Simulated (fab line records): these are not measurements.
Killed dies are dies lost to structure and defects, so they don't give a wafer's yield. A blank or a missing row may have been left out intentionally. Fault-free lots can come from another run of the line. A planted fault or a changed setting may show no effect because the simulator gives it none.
Lot-split experiment + flow n5-finfet + 39 wafers read across 7 lots, on a route 1938 steps long

## ON THE SPLIT
At N5_BEOL_M0_SAQP_PECVD_97 (deposits SiNx from SiH4/NH3/N2, target thk 23 nm, time 19.9 s), the setting time-s was moved away from the recipe's 19.9 s on 12 of the 39 wafers read, by -30.8% to +50.6%. The other wafers ran this setting at the recipe's value.

The split's own step is where the reading is taken.

## THE READING
SiNx_of_BEOL_M0_SAQP_PECVD_97.thk-nm (the simulator's own value, which no gauge read), in nm, at N5_BEOL_M0_SAQP_PECVD_97 (deposits SiNx from SiH4/NH3/N2, target thk 23 nm, time 19.9 s). No usual value for it is given in the file. Here, 27 wafers ran the recipe; their average is 23.0 nm with a standard deviation of 0.36 nm.

| wafer  | tool, chamber at the split | time-s as run, s | against the recipe | SiNx_of_BEOL_M0_SAQP_PECVD_97.thk-nm, nm | against lot-mates on the recipe |
|--------|----------------------------|------------------|--------------------|------------------------------------------|---------------------------------|
| L076.1 | pecvd-01, 1,0              | 19.9             | recipe             | 22.8                                     | -                               |
| L076.6 | pecvd-01, 1,0              | 19.9             | recipe             | 22.8                                     | -                               |
| L076.2 | pecvd-01, 0                | 25.32            | +27.2%             | 28.6                                     | +5.9                            |
| L076.3 | pecvd-01, 2                | 19.9             | recipe             | 22.4                                     | -                               |
| L076.4 | pecvd-01, 2                | 25.32            | +27.2%             | 29.4                                     | +6.7                            |
| L076.5 | pecvd-01, 1                | 25.32            | +27.2%             | 29.6                                     | +6.9                            |
| L080.1 | pecvd-01, 1                | 29.14            | +46.4%             | 33.8                                     | +10.7                           |
| L080.2 | pecvd-01, 0                | 29.14            | +46.4%             | 33.2                                     | +10.1                           |
| L080.3 | pecvd-01, 2                | 29.14            | +46.4%             | 33.4                                     | +10.3                           |
| L080.4 | pecvd-01, 0,2              | 19.9             | recipe             | 23                                       | -                               |
| L080.6 | pecvd-01, 0,2              | 19.9             | recipe             | 23                                       | -                               |
| L080.5 | pecvd-01, 1                | 19.9             | recipe             | 23.4                                     | -                               |
| L083.3 | pecvd-01, 1                | 19.9             | recipe             | 22.6                                     | -                               |
| L083.4 | pecvd-01, 1                | 19.9             | recipe             | 23.2                                     | -                               |
| L083.6 | pecvd-01, 2                | 19.9             | recipe             | 22.4                                     | -                               |
| L086.1 | pecvd-01, 0                | 19.9             | recipe             | 22.8                                     | -                               |
| L086.2 | pecvd-01, 2                | 13.78            | -30.8%             | 15.2                                     | -7.7                            |
| L086.3 | pecvd-01, 1                | 13.78            | -30.8%             | 16                                       | -6.9                            |
| L086.4 | pecvd-01, 1                | 13.78            | -30.8%             | 16.4                                     | -6.5                            |
| L086.5 | pecvd-01, 0                | 19.9             | recipe             | 23.2                                     | -                               |
| L086.6 | pecvd-01, 2                | 19.9             | recipe             | 22.6                                     | -                               |
| L091.1 | pecvd-03, 2,0,1            | 19.9             | recipe             | 22.8                                     | -                               |
| L091.2 | pecvd-03, 2,0,1            | 19.9             | recipe             | 22.8                                     | -                               |
| L091.3 | pecvd-03, 2,0,1            | 19.9             | recipe             | 22.8                                     | -                               |
| L091.4 | pecvd-03, 2,0              | 19.9             | recipe             | 23.4                                     | -                               |
| L091.6 | pecvd-03, 2,0              | 19.9             | recipe             | 23.4                                     | -                               |
| L091.5 | pecvd-03, 1                | 19.9             | recipe             | 23.2                                     | -                               |
| L092.1 | pecvd-04, 1                | 19.9             | recipe             | 23                                       | -                               |
| L092.2 | pecvd-04, 0                | 19.9             | recipe             | 22.8                                     | -                               |
| L092.3 | pecvd-04, 0,1              | 29.97            | +50.6%             | 34.8                                     | +11.6                           |
| L092.6 | pecvd-04, 0,1              | 29.97            | +50.6%             | 34.8                                     | +11.6                           |
| L092.4 | pecvd-04, 1                | 19.9             | recipe             | 23.8                                     | -                               |
| L092.5 | pecvd-04, 0                | 29.97            | +50.6%             | 35                                       | +11.8                           |
| L095.1 | pecvd-01, 1,2              | 19.9             | recipe             | 22.6                                     | -                               |
| L095.2 | pecvd-01, 1,2              | 19.9             | recipe             | 22.6                                     | -                               |
| L095.3 | pecvd-01, 0,2              | 19.9             | recipe             | 23.2                                     | -                               |
| L095.6 | pecvd-01, 0,2              | 19.9             | recipe             | 23.2                                     | -                               |
| L095.4 | pecvd-01, 1                | 19.9             | recipe             | 23.4                                     | -                               |
| L095.5 | pecvd-01, 0                | 19.9             | recipe             | 23.6                                     | -                               |
Where a row lists several chambers, the file gives one row for several wafers and doesn't say which wafer went through which chamber.

FIT RESULTS
A straight line over all 39 wafers: SiNx_of_BEOL_M0_SAQP_PECVD_97.thk-nm changes by +0.231 nm for each +1% of time-s; r = +1.00; the points scatter about the line by 0.38 nm.
The same after taking each lot's own level away (the mean of its wafers on the recipe; 39 wafers): +0.228 nm for each +1%; r = +1.00; scatter 0.36 nm.
On that fit, the largest move of time-s shifts the reading by 12 nm.
From 22.67 to 23.20 nm: that is the span of the lots' own levels, equal to 1.5 times the standard deviation above.
So the lot-to-lot level changes the slope little: the two slopes agree.
Check: +11.6 nm against its lot-mates is what the line predicts for one of the wafers moved furthest among these (+50.6%) when that wafer is left out of the fit. It came out at +11.6 nm against them.

## THESE WAFERS: OTHER SPLITS
These wafers also went through other splits before the reading. Each is held against what the fit with the lots' levels taken away leaves over:
| other split on the same wafers | wafers away from the commonest value | r with SiNx_of_BEOL_M0_SAQP_PECVD_97.thk-nm (lot level and that fit taken away) |
|--------------------------------|--------------------------------------|---------------------------------------------------------------------------------|
| N5_DUMMY_GATE_DESCUM_20 time-s | 18                                   | -0.06                                                                           |
| N5_HKMG_FIN_ETCH_55 time-s     | 12                                   | -0.17                                                                           |

## FILE'S OWN FIT
SiNx_of_BEOL_M0_SAQP_PECVD_97.thk-nm changes by +0.229 nm for each +1% of time-s, r = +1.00.
